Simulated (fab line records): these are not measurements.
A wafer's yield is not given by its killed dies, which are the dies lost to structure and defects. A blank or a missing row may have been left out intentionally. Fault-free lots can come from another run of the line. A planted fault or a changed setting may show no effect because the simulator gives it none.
Chamber matching :: flow nand harc :: NHARC_A_STAIRCASE_DESCUM_291 on rie diel-04: 4 sister chambers
The step chemistry O2, time 3 s. 18 wafers are shown with their chamber, then 9 later ones without.

## WAFERS PAIRED WITH THEIR CHAMBERS
wafer: L074.2
chamber: 0
drypump motor current A (A): 5.2
showerhead plenum p Torr (Torr): 1.81
oes product au (a.u.): 1.005

wafer: L074.3
chamber: 3
drypump motor current A (A): 6.2
showerhead plenum p Torr (Torr): 1.90
oes product au (a.u.): 1.007

wafer: L074.5
chamber: 1
drypump motor current A (A): 5.4
showerhead plenum p Torr (Torr): 2.06
oes product au (a.u.): 1.003

wafer: L075.1
chamber: 2
drypump motor current A (A): 5.7
showerhead plenum p Torr (Torr): 1.92
oes product au (a.u.): 0.993

wafer: L075.2
chamber: 3
drypump motor current A (A): 6.3
showerhead plenum p Torr (Torr): 1.90
oes product au (a.u.): 0.997

wafer: L075.4
chamber: 0
drypump motor current A (A): 5.2
showerhead plenum p Torr (Torr): 1.81
oes product au (a.u.): 1.017

wafer: L078.2
chamber: 0
drypump motor current A (A): 5.2
showerhead plenum p Torr (Torr): 1.81
oes product au (a.u.): 1.003

wafer: L078.3
chamber: 1
drypump motor current A (A): 5.4
showerhead plenum p Torr (Torr): 2.05
oes product au (a.u.): 1.010

wafer: L078.6
chamber: 2
drypump motor current A (A): 5.7
showerhead plenum p Torr (Torr): 1.92
oes product au (a.u.): 0.993

wafer: L080.2
chamber: 0
drypump motor current A (A): 5.2
showerhead plenum p Torr (Torr): 1.81
oes product au (a.u.): 1.013

wafer: L080.3
chamber: 2
drypump motor current A (A): 5.7
showerhead plenum p Torr (Torr): 1.92
oes product au (a.u.): 0.992

wafer: L080.5
chamber: 0
drypump motor current A (A): 5.2
showerhead plenum p Torr (Torr): 1.81
oes product au (a.u.): 1.004

wafer: L081.3
chamber: 1
drypump motor current A (A): 5.4
showerhead plenum p Torr (Torr): 2.05
oes product au (a.u.): 1.004

wafer: L081.5
chamber: 1
drypump motor current A (A): 5.4
showerhead plenum p Torr (Torr): 2.05
oes product au (a.u.): 1.003

wafer: L081.6
chamber: 0
drypump motor current A (A): 5.2
showerhead plenum p Torr (Torr): 1.80
oes product au (a.u.): 0.983

wafer: L084.1
chamber: 3
drypump motor current A (A): 6.3
showerhead plenum p Torr (Torr): 1.89
oes product au (a.u.): 0.994

wafer: L084.2
chamber: 1
drypump motor current A (A): 5.4
showerhead plenum p Torr (Torr): 2.04
oes product au (a.u.): 1.006

wafer: L084.4
chamber: 0
drypump motor current A (A): 5.2
showerhead plenum p Torr (Torr): 1.80
oes product au (a.u.): 0.995

SIGNATURES (averages over the wafers above)
reading: drypump motor current A
chamber 0: 5.200
chamber 1: 5.400
chamber 2: 5.700
chamber 3: 6.267
scatter within a chamber: 0.0218

reading: showerhead plenum p Torr
chamber 0: 1.8071
chamber 1: 2.0500
chamber 2: 1.9200
chamber 3: 1.8967
scatter within a chamber: 0.00541

reading: oes product au
chamber 0: 1.00286
chamber 1: 1.00520
chamber 2: 0.99267
chamber 3: 0.99933
scatter within a chamber: 0.00799
Rule: for a wafer and a chamber, the distance is found by dividing, reading by reading, the gap between the wafer's reading and the chamber's mean by the reading's scatter, squaring, summing and taking the root. The wafer belongs to the nearest chamber; if the next one is less than 2 further off, it can't be placed. How the scatter is found: for the shown wafers, subtract from each reading the mean of its chamber, square and add these, divide the total by (wafers less chambers), then take the root.

## WAFERS MISSING THEIR CHAMBER
wafer: L088.3
drypump motor current A (A): 5.7
showerhead plenum p Torr (Torr): 1.91
oes product au (a.u.): 0.995

wafer: L088.5
drypump motor current A (A): 5.2
showerhead plenum p Torr (Torr): 1.80
oes product au (a.u.): 1.002

wafer: L088.6
drypump motor current A (A): 5.4
showerhead plenum p Torr (Torr): 2.04
oes product au (a.u.): 1.008

wafer: L092.4
drypump motor current A (A): 5.4
showerhead plenum p Torr (Torr): 2.04
oes product au (a.u.): 0.999

wafer: L092.5
drypump motor current A (A): 6.3
showerhead plenum p Torr (Torr): 1.88
oes product au (a.u.): 1.016

wafer: L092.6
drypump motor current A (A): 5.7
showerhead plenum p Torr (Torr): 1.90
oes product au (a.u.): 1.006

wafer: L094.1
drypump motor current A (A): 5.7
showerhead plenum p Torr (Torr): 1.90
oes product au (a.u.): 1.003

wafer: L094.2
drypump motor current A (A): 6.2
showerhead plenum p Torr (Torr): 1.88
oes product au (a.u.): 1.008

wafer: L094.3
drypump motor current A (A): 5.4
showerhead plenum p Torr (Torr): 2.03
oes product au (a.u.): 1.002

## EACH ONE'S CHAMBER
wafer: L088.3
from the rows above: 2
in truth: 2

wafer: L088.5
from the rows above: 0
in truth: 0

wafer: L088.6
from the rows above: 1
in truth: 1

wafer: L092.4
from the rows above: 1
in truth: 1

wafer: L092.5
from the rows above: 3
in truth: 3

wafer: L092.6
from the rows above: 2
in truth: 2

wafer: L094.1
from the rows above: 2
in truth: 2

wafer: L094.2
from the rows above: 3
in truth: 3

wafer: L094.3
from the rows above: 1
in truth: 1
Correctly placed: 9 of 9. Number that these rows cannot place: 0. 0 placed wrongly.
